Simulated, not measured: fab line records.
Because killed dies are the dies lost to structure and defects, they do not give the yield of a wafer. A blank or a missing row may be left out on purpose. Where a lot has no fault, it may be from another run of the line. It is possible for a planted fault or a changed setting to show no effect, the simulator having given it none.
Which of the tools did it? || flow nand-harc || 36 wafers from 12 lots sampled at 6 of the route's 1159 steps

## WHAT THE GAUGES READ, wafer by wafer
NHARC_P_BONDPAD_THK_MEAS_20: measures by xrf.
{"lot": "L612", "measured": "day 6 11:37", "on": "film-metro-01", "thk-nm (nm)": "163.0 159.0 157.8"}
{"lot": "L613", "measured": "day 7 01:50", "on": "film-metro-02", "thk-nm (nm)": "160.9 161.1 160.3"}
{"lot": "L614", "measured": "day 7 03:55", "on": "film-metro-02", "thk-nm (nm)": "158.7 162.5 161.3"}
{"lot": "L615", "measured": "day 7 04:22", "on": "film-metro-01", "thk-nm (nm)": "158.4 161.1 157.7"}
{"lot": "L619", "measured": "day 8 07:13", "on": "film-metro-02", "thk-nm (nm)": "159.9 159.3 158.8"}
{"lot": "L620", "measured": "day 8 11:41", "on": "film-metro-01", "thk-nm (nm)": "161.2 161.3 161.8"}
{"lot": "L621", "measured": "day 8 20:43", "on": "film-metro-01", "thk-nm (nm)": "161.4 160.7 160.4"}
{"lot": "L624", "measured": "day 9 18:04", "on": "film-metro-01", "thk-nm (nm)": "161.6 157.4 160.8"}
{"lot": "L625", "measured": "day 9 20:09", "on": "film-metro-02", "thk-nm (nm)": "162.1 161.1 159.7"}
{"lot": "L627", "measured": "day 10 11:12", "on": "film-metro-01", "thk-nm (nm)": "161.4 160.8 157.5"}
{"lot": "L633", "measured": "day 11 17:07", "on": "film-metro-02", "thk-nm (nm)": "159.0 163.1 163.0"}
{"lot": "L634", "measured": "day 12 07:37", "on": "film-metro-02", "thk-nm (nm)": "159.9 160.0 162.0"}

NHARC_A_SOURCE_PLATE_THK_MEAS_09: measures by ellipsometry.
{"lot": "L612", "measured": "day 6 22:35", "on": "film-metro-02", "thk-nm (nm)": "9.5 10.6 9.7"}
{"lot": "L613", "measured": "day 7 15:19", "on": "film-metro-01", "thk-nm (nm)": "11.8 7.6 8.5"}
{"lot": "L614", "measured": "day 7 15:19", "on": "film-metro-02", "thk-nm (nm)": "9.9 7.9 9.4"}
{"lot": "L615", "measured": "day 7 15:19", "on": "film-metro-01", "thk-nm (nm)": "11.3 10.9 9.5"}
{"lot": "L619", "measured": "day 8 17:48", "on": "film-metro-02", "thk-nm (nm)": "10.4 8.9 9.6"}
{"lot": "L620", "measured": "day 8 22:07", "on": "film-metro-02", "thk-nm (nm)": "9.4 10.2 11.2"}
{"lot": "L621", "measured": "day 9 09:45", "on": "film-metro-01", "thk-nm (nm)": "8.4 10.5 8.9"}
{"lot": "L624", "measured": "day 10 04:35", "on": "film-metro-02", "thk-nm (nm)": "9.3 9.7 9.9"}
{"lot": "L625", "measured": "day 10 04:35", "on": "film-metro-01", "thk-nm (nm)": "7.8 9.8 9.6"}
{"lot": "L627", "measured": "day 10 21:36", "on": "film-metro-02", "thk-nm (nm)": "9.3 10.3 9.2"}
{"lot": "L633", "measured": "day 12 03:22", "on": "film-metro-01", "thk-nm (nm)": "10.7 8.8 8.0"}
{"lot": "L634", "measured": "day 12 18:52", "on": "film-metro-01", "thk-nm (nm)": "10.7 10.9 10.2"}

NHARC_A_ONON_D1_THK_MEAS_02: measures by ellipsometry.
{"lot": "L612", "measured": "day 7 12:35", "on": "film-metro-01", "thk-nm (nm)": "991 991 992"}
{"lot": "L613", "measured": "day 8 04:55", "on": "film-metro-02", "thk-nm (nm)": "1003 1003 1004"}
{"lot": "L614", "measured": "day 8 04:55", "on": "film-metro-01", "thk-nm (nm)": "1019 1016 1016"}
{"lot": "L615", "measured": "day 8 04:55", "on": "film-metro-02", "thk-nm (nm)": "1007 1006 1006"}
{"lot": "L619", "measured": "day 9 07:35", "on": "film-metro-02", "thk-nm (nm)": "994 996 993"}
{"lot": "L620", "measured": "day 9 11:54", "on": "film-metro-01", "thk-nm (nm)": "1017 1016 1017"}
{"lot": "L621", "measured": "day 9 23:41", "on": "film-metro-01", "thk-nm (nm)": "993 992 989"}
{"lot": "L624", "measured": "day 10 18:20", "on": "film-metro-02", "thk-nm (nm)": "683 687 686"}
{"lot": "L625", "measured": "day 10 18:20", "on": "film-metro-01", "thk-nm (nm)": "992 993 993"}
{"lot": "L627", "measured": "day 11 12:53", "on": "film-metro-01", "thk-nm (nm)": "685 686 684"}
{"lot": "L633", "measured": "day 12 17:47", "on": "film-metro-01", "thk-nm (nm)": "993 994 993"}
{"lot": "L634", "measured": "day 13 09:16", "on": "film-metro-02", "thk-nm (nm)": "1015 1014 1013"}

NHARC_END_SORT_01.
{"lot": "L624", "measured": "day 22 00:55", "on": "prober-01", "killed-at-array": "668 668 670", "killed-at-other": "3 1 2", "killed-at-periphery": "6 8 5", "killed-dies": "677 677 677", "killed-open": "2 4 4", "killed-short": "2 3 5"}
{"lot": "L627", "measured": "day 23 21:55", "on": "prober-01", "killed-at-array": "674 675 677", "killed-at-other": "0 0 0", "killed-at-periphery": "3 2 0", "killed-dies": "677 677 677", "killed-open": "1 0 3", "killed-short": "4 2 2"}

## WHICH TOOL RAN EACH LOT (tool, then ch and the chambers of the sampled wafers, then the start)
{"lot": "L612", "NHARC_A_ZERO_WELL_DESCUM_12": "rie-diel-06 ch 0,2, day 6 13:18", "NHARC_A_ONON_D1_DEP_00": "pecvd-onon-02 ch 0, day 7 12:08"}
{"lot": "L613", "NHARC_A_ZERO_WELL_DESCUM_12": "rie-diel-08 ch 0,2,3, day 7 03:38", "NHARC_A_ONON_D1_DEP_00": "pecvd-onon-02 ch 0, day 8 04:28"}
{"lot": "L614", "NHARC_A_ZERO_WELL_DESCUM_12": "rie-diel-08 ch 1,3, day 7 05:35", "NHARC_A_ONON_D1_DEP_00": "pecvd-onon-04 ch 0, day 8 04:24"}
{"lot": "L615", "NHARC_A_ZERO_WELL_DESCUM_12": "rie-diel-06 ch 0,2, day 7 06:02", "NHARC_A_ONON_D1_DEP_00": "pecvd-onon-03 ch 0, day 8 04:28"}
{"lot": "L619", "NHARC_A_ZERO_WELL_DESCUM_12": "rie-diel-08 ch 0,3, day 8 08:53", "NHARC_A_ONON_D1_DEP_00": "pecvd-onon-04 ch 0, day 9 07:11"}
{"lot": "L620", "NHARC_A_ZERO_WELL_DESCUM_12": "rie-diel-06 ch 0,2,3, day 8 13:22", "NHARC_A_ONON_D1_DEP_00": "pecvd-onon-03 ch 0, day 9 11:23"}
{"lot": "L621", "NHARC_A_ZERO_WELL_DESCUM_12": "rie-diel-08 ch 0,1,2, day 8 22:25", "NHARC_A_ONON_D1_DEP_00": "pecvd-onon-04 ch 0, day 9 23:10"}
{"lot": "L624", "NHARC_A_ZERO_WELL_DESCUM_12": "rie-diel-10 ch 0,3, day 9 19:44", "NHARC_A_ONON_D1_DEP_00": "pecvd-onon-04 ch 0, day 10 17:53"}
{"lot": "L625", "NHARC_A_ZERO_WELL_DESCUM_12": "rie-diel-06 ch 0,1,3, day 9 21:52", "NHARC_A_ONON_D1_DEP_00": "pecvd-onon-02 ch 0, day 10 17:59"}
{"lot": "L627", "NHARC_A_ZERO_WELL_DESCUM_12": "rie-diel-08 ch 1,2, day 10 12:54", "NHARC_A_ONON_D1_DEP_00": "pecvd-onon-04 ch 0, day 11 12:23"}
{"lot": "L633", "NHARC_A_ZERO_WELL_DESCUM_12": "rie-diel-06 ch 0,1, day 11 18:41", "NHARC_A_ONON_D1_DEP_00": "pecvd-onon-03 ch 0, day 12 17:16"}
{"lot": "L634", "NHARC_A_ZERO_WELL_DESCUM_12": "rie-diel-06 ch 1,2,3, day 12 09:22", "NHARC_A_ONON_D1_DEP_00": "pecvd-onon-03 ch 0, day 13 08:44"}
- NHARC_A_ZERO_WELL_DESCUM_12: chemistry O2, time 3 s.
- NHARC_A_ONON_D1_DEP_00: target thk 1000 nm.

## WHAT THE TOOLS THEMSELVES READ (means of the sampled wafers that have a number; where no wafer has one, the mark that the record gives instead)
NHARC_A_ZERO_WELL_DESCUM_12.
{"lot": "L612", "tool": "rie-diel-06", "drypump-motor-current-A (A)": 5.3, "mfc-ar-sccm (sccm)": 0.014, "oes-product-au (a.u.)": 0.994, "rf-vpp-V (V)": 58.2, "showerhead-plenum-p-Torr (Torr)": 2.00, "throttle-valve-pct (%)": 11.314}
{"lot": "L613", "tool": "rie-diel-08", "drypump-motor-current-A (A)": 5.4, "mfc-ar-sccm (sccm)": 0.007, "oes-product-au (a.u.)": 1.000, "rf-vpp-V (V)": 58.1, "showerhead-plenum-p-Torr (Torr)": 1.92, "throttle-valve-pct (%)": 11.309}
{"lot": "L614", "tool": "rie-diel-08", "drypump-motor-current-A (A)": 5.5, "mfc-ar-sccm (sccm)": 0.007, "oes-product-au (a.u.)": 1.022, "rf-vpp-V (V)": 57.9, "showerhead-plenum-p-Torr (Torr)": 1.93, "throttle-valve-pct (%)": 11.308}
{"lot": "L615", "tool": "rie-diel-06", "drypump-motor-current-A (A)": 5.5, "mfc-ar-sccm (sccm)": 0.007, "oes-product-au (a.u.)": 1.005, "rf-vpp-V (V)": 58.3, "showerhead-plenum-p-Torr (Torr)": 1.94, "throttle-valve-pct (%)": 11.308}
{"lot": "L619", "tool": "rie-diel-08", "drypump-motor-current-A (A)": 5.2, "mfc-ar-sccm (sccm)": 0.008, "oes-product-au (a.u.)": 1.000, "rf-vpp-V (V)": 58.2, "showerhead-plenum-p-Torr (Torr)": 1.99, "throttle-valve-pct (%)": 11.313}
{"lot": "L620", "tool": "rie-diel-06", "drypump-motor-current-A (A)": 5.8, "mfc-ar-sccm (sccm)": 0.007, "oes-product-au (a.u.)": 1.001, "rf-vpp-V (V)": 57.9, "showerhead-plenum-p-Torr (Torr)": 1.95, "throttle-valve-pct (%)": 11.310}
{"lot": "L621", "tool": "rie-diel-08", "drypump-motor-current-A (A)": 5.6, "mfc-ar-sccm (sccm)": 0.004, "oes-product-au (a.u.)": 0.991, "rf-vpp-V (V)": 57.8, "showerhead-plenum-p-Torr (Torr)": 1.89, "throttle-valve-pct (%)": 11.304}
{"lot": "L624", "tool": "rie-diel-10", "drypump-motor-current-A (A)": 5.4, "mfc-ar-sccm (sccm)": 0.022, "oes-product-au (a.u.)": 1.000, "rf-vpp-V (V)": 57.2, "showerhead-plenum-p-Torr (Torr)": 1.89, "throttle-valve-pct (%)": 11.314}
{"lot": "L625", "tool": "rie-diel-06", "drypump-motor-current-A (A)": 5.4, "mfc-ar-sccm (sccm)": 0.008, "oes-product-au (a.u.)": 0.993, "rf-vpp-V (V)": 58.0, "showerhead-plenum-p-Torr (Torr)": 1.99, "throttle-valve-pct (%)": 11.304}
{"lot": "L627", "tool": "rie-diel-08", "drypump-motor-current-A (A)": 5.9, "mfc-ar-sccm (sccm)": 0.001, "oes-product-au (a.u.)": 1.009, "rf-vpp-V (V)": 57.4, "showerhead-plenum-p-Torr (Torr)": 1.83, "throttle-valve-pct (%)": 11.316}
{"lot": "L633", "tool": "rie-diel-06", "drypump-motor-current-A (A)": 5.0, "mfc-ar-sccm (sccm)": 0.015, "oes-product-au (a.u.)": 1.000, "rf-vpp-V (V)": 58.4, "showerhead-plenum-p-Torr (Torr)": 2.04, "throttle-valve-pct (%)": 11.308}
{"lot": "L634", "tool": "rie-diel-06", "drypump-motor-current-A (A)": 5.6, "mfc-ar-sccm (sccm)": 0.001, "oes-product-au (a.u.)": 1.005, "rf-vpp-V (V)": 57.7, "showerhead-plenum-p-Torr (Torr)": 1.94, "throttle-valve-pct (%)": 11.308}

NHARC_A_ONON_D1_DEP_00.
{"lot": "L612", "tool": "pecvd-onon-02", "n2-flow-sccm (sccm)": 2755}
{"lot": "L613", "tool": "pecvd-onon-02", "n2-flow-sccm (sccm)": 2746}
{"lot": "L614", "tool": "pecvd-onon-04", "n2-flow-sccm (sccm)": 2747}
{"lot": "L615", "tool": "pecvd-onon-03", "n2-flow-sccm (sccm)": 2752}
{"lot": "L619", "tool": "pecvd-onon-04", "n2-flow-sccm (sccm)": 2746}
{"lot": "L620", "tool": "pecvd-onon-03", "n2-flow-sccm (sccm)": 2744}
{"lot": "L621", "tool": "pecvd-onon-04", "n2-flow-sccm (sccm)": 2750}
{"lot": "L624", "tool": "pecvd-onon-04", "n2-flow-sccm (sccm)": 2753}
{"lot": "L625", "tool": "pecvd-onon-02", "n2-flow-sccm (sccm)": 2760}
{"lot": "L627", "tool": "pecvd-onon-04", "n2-flow-sccm (sccm)": 2744}
{"lot": "L633", "tool": "pecvd-onon-03", "n2-flow-sccm (sccm)": 2732}
{"lot": "L634", "tool": "pecvd-onon-03", "n2-flow-sccm (sccm)": 2750}

## THE ANSWER, worked out from the rows above alone
Rule: the usual values come from the lots themselves. Put in order of their means at a reading, lots are off if they are a third of the lots or fewer, leave a main group of 4 or more, and stand apart from it by a gap of 3 or more times the standard deviation of the main group's means; of several such gaps the widest counts. If all means in a main group match to the digits the tables above print for the reading, that group is not used. A lot without any number at a reading at which 4 lots or more have one is off too. Where the step has rows for the other lots, those lots are counted as sound. First the gauges in route order, then the tools' own readings, where a lot's mean is used as printed above. At the first step where some lot is off, the reading lying furthest off is the one used; lots without a number count as furthest.
Off, at NHARC_A_ONON_D1_THK_MEAS_02 on thk-nm: L624, L627. The main group: mean 1002 nm, standard deviation 10.
If a tool, at a process step before that reading, ran all the lots that are off and no sound lot after the first of them, it fits. Gauges at NHARC_A_ONON_D1_THK_MEAS_02: tried the same way as those tools. One fits: NHARC_A_ONON_D1_DEP_00 on pecvd-onon-04. Its last sound lot is L621 (day 9 23:10), its first lot that is off L624 (day 10 17:53): a fault that began between those two fits.

## WHAT HAD BEEN PUT IN BY THE SIMULATOR
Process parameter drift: pecvd-onon-04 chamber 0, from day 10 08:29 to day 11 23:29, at NHARC_A_ONON_D1_DEP_00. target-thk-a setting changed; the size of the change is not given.
Struck lots among those shown: L624, L627. Same finding as the rule above.
